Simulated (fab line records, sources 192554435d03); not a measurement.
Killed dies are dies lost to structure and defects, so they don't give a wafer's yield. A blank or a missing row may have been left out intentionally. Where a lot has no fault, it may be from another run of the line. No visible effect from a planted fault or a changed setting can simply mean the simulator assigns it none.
fab line records + flow n5_finfet
[record]
- lots = 7
- wafers = 39
route steps=1938 shown DUMMY_GATE@228 GATE_CUT@492 MOL_CONTACT_COAG@538 BEOL_M4@1111
start_h: hours from the record's first day to the start of the lot's first wafer shown + wait_h: time in hours since the lot's previous step + " unchanged from the row above + L1.1+2: a single row standing in for several wafers + - no value, or no start was given + * or withheld: withheld + < > ~ a bound
route shown NAME@n: names a module that has steps shown in the file, with the first one's number in the route + usual: the fault-free wafers' mean and standard deviation + same: alike in all rows + chamber/n: place in a boat + sites: readings site by site + _std_site: how widely they spread, as a standard deviation + _edge_site: outer sites' mean less inner sites' + radius_mm: for every site, how far away it sits from the centre of the wafer + mask NAME#n: copy n + behind: the tool/chamber that last shaped the wafer + hold: why the lot went on hold/how many hours it stayed there/how the hold came to an end + device: names the non-switching transistor (n, p or np) + end of line: tests of these same wafers at the route's end + for a step that has no rows: nothing shown but its recipe + killed: count of dies lost to structure and defects at first sort (not the wafer's yield) + map: shows each die of a wafer: x if killed, . if not, _ if none is there
set.NAME: the setting that was run; set.NAME@STEP: the one run at that earlier step + model.NAME: the simulator's own value behind a step, which no gauge read
lots with deliberately changed settings; one table per step, one row per wafer
[[steps]]
[step N5_DUMMY_GATE_EXPOSE_12]
[recipe]
- mask_id = GATE
- na = 0.33
- source_shape = annular
- sigma_inner = 0.2
- sigma_outer = 0.6
- polarization = unpolarized
- target_cd_nm = 25
- dose_mj = 34
[step N5_DUMMY_GATE_ETCH_32]
[recipe]
- chemistry = CF4
- target = SiO2
- target_depth_a = 35
- time_s = 3.9
- ion_energy_ev = 350
- pressure_mtorr = 10
- icp_w = 800
- bias_w = 400
- cf4_flow_sccm = 80
[step N5_DUMMY_GATE_ETCH_42]
[recipe]
- chemistry = CHF3/O2
- target = SiO2
- target_depth_a = 35
- time_s = 31
- ion_energy_ev = 30
- bias_w = 12
- pressure_mtorr = 30
- source_w = 600
- Ar_flow_sccm = 200
- CHF3_flow_sccm = 50
- O2_flow_sccm = 5
[step N5_GATE_CUT_ETCH_36]
[recipe]
- chemistry = CF4
- target = SiARC
- target_depth_a = 130
- mask_material = CAR-EUV
- time_s = 21.7
- ion_energy_ev = 80
- pressure_mtorr = 40
- source_w = 545
- bias_w = 36
- Ar_flow_sccm = 100
- cf4_flow_sccm = 100
- ends = cleared
[step N5_MOL_CONTACT_COAG_ETCH_110]
[recipe]
- chemistry = CF4/O2
- target = Si
- target_depth_a = 25
- time_s = 8
- pressure_mtorr = 100
- source_w = 200
- bias_w = 12
- ion_energy_ev = 60
- Ar_flow_sccm = 100
- cf4_flow_sccm = 100
- O2_flow_sccm = 10
[step N5_MOL_CONTACT_COAG_ALD_20]
[recipe]
- material = TiN
- target_thk_a = 15
- temp_c = 400
- ald_precursor_family = TiCl4
- ald_co_reactant = NH3
- pulse_time_s = 1
- purge_time_s = 3
- co_reactant_purge_time_s = 2
- co_reactant_pulse_time_s = 2
- ald_cycles = 68
- pressure_torr = 3
[step N5_BEOL_M4_RC_MEAS_101]
[usual]
- DIBL_P = 35.9/1.8
- SS_N = 71.5/0.52
| lot.wafer | tool      | chamber | start_h | wait_h | set.dose_mj@DUMMY_GATE_EXPOSE_12 | set.time_s@DUMMY_GATE_ETCH_32 | set.bias_w@DUMMY_GATE_ETCH_42 | set.cf4_flow_sccm@GATE_CUT_ETCH_36 | set.bias_w@MOL_CONTACT_COAG_ETCH_110 | set.ald_cycles@MOL_CONTACT_COAG_ALD_20 | DIBL_P[mV/V] | SS_N[mV/dec] |
|-----------|-----------|---------|---------|--------|----------------------------------|-------------------------------|-------------------------------|------------------------------------|--------------------------------------|----------------------------------------|--------------|--------------|
| L078.1    | prober-01 | 0       | 199.61  | 0.1    | 36.66                            | 4.159                         | 12                            | 100                                | 12                                   | 68                                     | 41.0         | 73.2         |
| L078.2    | "         | 0       | "       | "      | 36.66                            | 3.9                           | 12                            | 93.61                              | 12                                   | 68                                     | 39.9         | 72.1         |
| L078.3    | "         | 0       | "       | "      | 36.66                            | 3.9                           | 11.07                         | 100                                | 12                                   | 68                                     | 40.6         | 71.9         |
| L078.4    | "         | 0       | "       | "      | 34                               | 3.9                           | 11.07                         | 93.61                              | 12                                   | 68                                     | 35.9         | 70.7         |
| L078.5    | "         | 0       | "       | "      | 34                               | 4.159                         | 11.07                         | 93.61                              | 12                                   | 68                                     | 36.0         | 70.7         |
| L078.6    | "         | 0       | "       | "      | 34                               | 4.159                         | 12                            | 100                                | 12                                   | 68                                     | 35.4         | 71.5         |
| L081.1    | prober-02 | 0       | 208.85  | 0.0    | 31.81                            | 4.698                         | 13.19                         | 110                                | 12                                   | 68                                     | 31.8         | 70.7         |
| L081.2    | "         | 0       | "       | "      | 34                               | 3.9                           | 12                            | 110                                | 13.34                                | 68                                     | 33.9         | 71.1         |
| L081.3    | "         | 0       | "       | "      | 34                               | 3.9                           | 13.19                         | 110                                | 13.34                                | 68                                     | 36.6         | 71.6         |
| L081.4    | "         | 0       | "       | "      | 31.81                            | 3.9                           | 12                            | 100                                | 12                                   | 68                                     | 29.0         | 69.6         |
| L081.5    | "         | 0       | "       | "      | 31.81                            | 4.698                         | 13.19                         | 100                                | 12                                   | 68                                     | 33.0         | 71.0         |
| L081.6    | "         | 0       | "       | "      | 34                               | 4.698                         | 12                            | 100                                | 13.34                                | 68                                     | 33.8         | 71.7         |
| L087.1    | prober-02 | 0       | 244.23  | 0.0    | 34                               | 3.9                           | 12                            | 85.54                              | 14.06                                | 68                                     | 33.2         | 71.1         |
| L087.2    | "         | 0       | "       | "      | 34                               | 3.9                           | 12                            | 100                                | 12                                   | 68                                     | 36.9         | 71.4         |
| L087.3    | "         | 0       | "       | "      | 34                               | 3.9                           | 10.01                         | 85.54                              | 12                                   | 59                                     | 33.3         | 70.2         |
| L087.4    | "         | 0       | "       | "      | 34                               | 4.279                         | 10.01                         | 100                                | 14.06                                | 68                                     | 34.6         | 71.7         |
| L087.5    | "         | 0       | "       | "      | 34                               | 4.279                         | 10.01                         | 100                                | 14.06                                | 59                                     | 31.8         | 70.5         |
| L087.6    | "         | 0       | "       | "      | 34                               | 4.279                         | 12                            | 85.54                              | 12                                   | 59                                     | 34.0         | 71.7         |
| L088.1    | prober-01 | 0       | 246.32  | 0.0    | 34                               | 3.014                         | 11.07                         | 83.35                              | 11.21                                | 68                                     | 35.6         | 71.2         |
| L088.2    | "         | 0       | "       | "      | 34                               | 3.014                         | 12                            | 100                                | 12                                   | 68                                     | 34.7         | 71.7         |
| L088.3    | "         | 0       | "       | "      | 34                               | 3.9                           | 11.07                         | 100                                | 11.21                                | 76                                     | 35.4         | 71.7         |
| L088.4    | "         | 0       | "       | "      | 34                               | 3.014                         | 12                            | 83.35                              | 12                                   | 76                                     | 33.0         | 71.3         |
| L088.5    | "         | 0       | "       | "      | 34                               | 3.9                           | 11.07                         | 100                                | 12                                   | 68                                     | 34.6         | 71.5         |
| L088.6    | "         | 0       | "       | "      | 34                               | 3.9                           | 12                            | 83.35                              | 11.21                                | 76                                     | 36.6         | 71.9         |
| L091.1    | prober-01 | 0       | 284.90  | 0.0    | 34                               | 3.9                           | 12                            | 100                                | 12                                   | 68                                     | 35.8         | 71.6         |
| L091.5    | "         | 0       | "       | "      | 34                               | 3.9                           | 12                            | 100                                | 12                                   | 68                                     | 37.0         | 71.3         |
| L091.6    | "         | 0       | "       | "      | 34                               | 3.9                           | 12                            | 100                                | 12                                   | 68                                     | 36.7         | 71.0         |
| L095.1    | prober-02 | 0       | 300.36  | 0.0    | 32.68                            | 4.836                         | 12                            | 100                                | 10.75                                | 76                                     | 32.1         | 71.6         |
| L095.2    | "         | 0       | "       | "      | 34                               | 3.9                           | 12                            | 100                                | 12                                   | 76                                     | 34.6         | 71.3         |
| L095.3    | "         | 0       | "       | "      | 32.68                            | 4.836                         | 12                            | 100                                | 12                                   | 68                                     | 31.6         | 71.2         |
| L095.4    | "         | 0       | "       | "      | 34                               | 3.9                           | 12                            | 100                                | 10.75                                | 68                                     | 36.5         | 71.7         |
| L095.5    | "         | 0       | "       | "      | 34                               | 4.836                         | 12                            | 100                                | 12                                   | 76                                     | 39.4         | 72.4         |
| L095.6    | "         | 0       | "       | "      | 32.68                            | 3.9                           | 12                            | 100                                | 10.75                                | 68                                     | 32.0         | 71.6         |
| L097.1    | prober-02 | 0       | 321.00  | 0.0    | 34                               | 4.481                         | 9.711                         | 100                                | 12                                   | 68                                     | 35.8         | 71.9         |
| L097.2    | "         | 0       | "       | "      | 34                               | 4.481                         | 12                            | 100                                | 14.25                                | 78                                     | 33.0         | 71.6         |
| L097.3    | "         | 0       | "       | "      | 34                               | 3.9                           | 9.711                         | 100                                | 14.25                                | 78                                     | 33.5         | 71.3         |
| L097.4    | "         | 0       | "       | "      | 34                               | 3.9                           | 9.711                         | 100                                | 12                                   | 68                                     | 34.9         | 71.3         |
| L097.5    | "         | 0       | "       | "      | 34                               | 4.481                         | 12                            | 100                                | 14.25                                | 68                                     | 36.4         | 72.2         |
| L097.6    | "         | 0       | "       | "      | 34                               | 3.9                           | 12                            | 100                                | 12                                   | 78                                     | 32.1         | 71.2         |
[[key]]
[split]
- step = N5_DUMMY_GATE_EXPOSE_12
- setting = dose_mj
- stated_as = 34
[response]
- step = N5_BEOL_M4_RC_MEAS_101
- reading = DIBL_P
- slope = +0.741
- per = 1%
- together_with = all
- explained = 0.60
[response]
- step = N5_BEOL_M4_RC_MEAS_101
- reading = SS_N
- slope = +0.181
- per = 1%
- together_with = all
- explained = 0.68
[split]
- step = N5_DUMMY_GATE_ETCH_32
- setting = time_s
- stated_as = 3.9
response none clear
[split]
- step = N5_DUMMY_GATE_ETCH_42
- setting = bias_w
- stated_as = 12
response none clear
[split]
- step = N5_GATE_CUT_ETCH_36
- setting = cf4_flow_sccm
- stated_as = 100
response none clear
[split]
- step = N5_MOL_CONTACT_COAG_ETCH_110
- setting = bias_w
- stated_as = 12
response none clear
[split]
- step = N5_MOL_CONTACT_COAG_ALD_20
- setting = ald_cycles
- stated_as = 68
response none clear
